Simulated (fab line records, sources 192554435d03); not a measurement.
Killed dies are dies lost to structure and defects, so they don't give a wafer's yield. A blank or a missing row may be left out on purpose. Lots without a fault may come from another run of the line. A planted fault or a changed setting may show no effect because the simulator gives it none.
Chamber matching | flow n5_finfet | N5_DUMMY_GATE_ETCH_36 on rie_diel-02: 4 sister chambers
The step etches SiARC in CF4, target depth 13 nm. 14 wafers are shown with their chamber, then 7 later ones without.

WAFERS WITH THEIR CHAMBER
wafer  | chamber | drypump_motor_current_A (A) | showerhead_plenum_p_Torr (Torr) | oes_product_au (a.u.)
L636.1 | 1       | 5.7                         | 2.23                            | 0.73
L636.2 | 2       | 5.8                         | 2.13                            | 0.75
L636.6 | 0       | 6.5                         | 2.14                            | 0.77
L638.3 | 2       | 5.8                         | 2.13                            | 0.73
L638.4 | 1       | 5.7                         | 2.23                            | 0.72
L638.5 | 3       | 6.5                         | 2.07                            | 0.83
L641.1 | 2       | 5.9                         | 2.12                            | 0.74
L641.3 | 1       | 5.7                         | 2.22                            | 0.72
L641.4 | 0       | 6.6                         | 2.14                            | 0.76
L645.1 | 0       | 6.5                         | 2.14                            | 0.75
L645.4 | 3       | 6.5                         | 2.06                            | 0.81
L645.5 | 0       | 6.5                         | 2.14                            | 0.76
L649.2 | 2       | 5.8                         | 2.12                            | 0.73
L649.3 | 0       | 6.5                         | 2.14                            | 0.75

SIGNATURES (means of the wafers above)
reading                  | chamber 0 | chamber 1 | chamber 2 | chamber 3 | scatter within a chamber
drypump_motor_current_A  | 6.520     | 5.700     | 5.825     | 6.500     | 0.0394
showerhead_plenum_p_Torr | 2.1400    | 2.2267    | 2.1250    | 2.0650    | 0.00465
oes_product_au           | 0.7580    | 0.7233    | 0.7375    | 0.8200    | 0.00906
Rule: a wafer's distance from a chamber is the root of the sum, over the readings, of the square of ((its reading less the chamber's mean) divided by the reading's scatter). The wafer belongs to the nearest chamber; if the next one is less than 2 further off, it can't be placed. The scatter: the root of (the sum of the squares of (reading less its chamber's mean) over the shown wafers, divided by (wafers less chambers)).

WAFERS WITHOUT THEIR CHAMBER
wafer  | drypump_motor_current_A (A) | showerhead_plenum_p_Torr (Torr) | oes_product_au (a.u.)
L649.4 | 6.5                         | 2.06                            | 0.81
L657.3 | 5.8                         | 2.11                            | 0.71
L657.4 | 6.5                         | 2.06                            | 0.78
L657.5 | 6.5                         | 2.13                            | 0.73
L659.2 | 5.8                         | 2.11                            | 0.71
L659.4 | 6.6                         | 2.13                            | 0.74
L659.6 | 6.5                         | 2.06                            | 0.79

WHICH CHAMBER EACH WENT THROUGH
wafer  | from the rows above | in truth
L649.4 | 3                   | 3
L657.3 | 2                   | 2
L657.4 | 3                   | 3
L657.5 | 0                   | 0
L659.2 | 2                   | 2
L659.4 | 0                   | 0
L659.6 | 3                   | 3
Placed correctly: 7 of 7. Can't be placed from these rows: 0. Placed wrongly: 0.
